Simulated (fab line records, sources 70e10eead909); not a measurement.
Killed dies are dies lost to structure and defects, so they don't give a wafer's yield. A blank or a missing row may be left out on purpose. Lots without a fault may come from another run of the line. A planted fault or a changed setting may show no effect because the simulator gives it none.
Chamber matching | flow nand_harc | NHARC_P_ZERO_WELL_DESCUM_39 on rie_diel-04: 4 sister chambers
The step chemistry O2, time 3 s. 4 wafers are shown with their chamber, then 10 later ones without.

WAFERS WITH THEIR CHAMBER
wafer  | chamber | showerhead_plenum_p_Torr (Torr)
L082.5 | 2       | 1.77
L084.3 | 3       | 1.81
L088.1 | 0       | 1.80
L088.4 | 1       | 1.92

WAFERS WITHOUT THEIR CHAMBER
wafer  | showerhead_plenum_p_Torr (Torr)
L088.6 | 1.92
L093.1 | 1.79
L093.4 | 1.91
L093.6 | 1.80
L094.2 | 1.80
L094.3 | 1.91
L094.5 | 1.91
L097.1 | 1.79
L097.2 | 1.91
L097.4 | 1.79

WHICH CHAMBER EACH WENT THROUGH
wafer  | from the rows above          | in truth
L088.6 | 1                            | 1
L093.1 | can't be placed: 0 or 2 or 3 | 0
L093.4 | 1                            | 1
L093.6 | can't be placed: 0 or 3      | 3
L094.2 | can't be placed: 0 or 3      | 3
L094.3 | 1                            | 1
L094.5 | 1                            | 1
L097.1 | can't be placed: 0 or 2 or 3 | 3
L097.2 | 1                            | 1
L097.4 | can't be placed: 0 or 2 or 3 | 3
Placed correctly: 5 of 10. Can't be placed from these rows: 5 (the true chamber is among the candidates in 5). Placed wrongly: 0.
How it was worked out, from the rows above alone: a wafer's distance from a chamber is the root of the sum, over the readings, of the square of ((its reading less the chamber's mean) divided by the reading's scatter). The wafer belongs to the nearest chamber; if the next one is less than 2 further off, it can't be placed. A chamber's mean is the mean of its shown wafers. The scatter: with one shown wafer a chamber, the root of the mean of the squares of how far each hidden wafer lies from its nearest shown one.
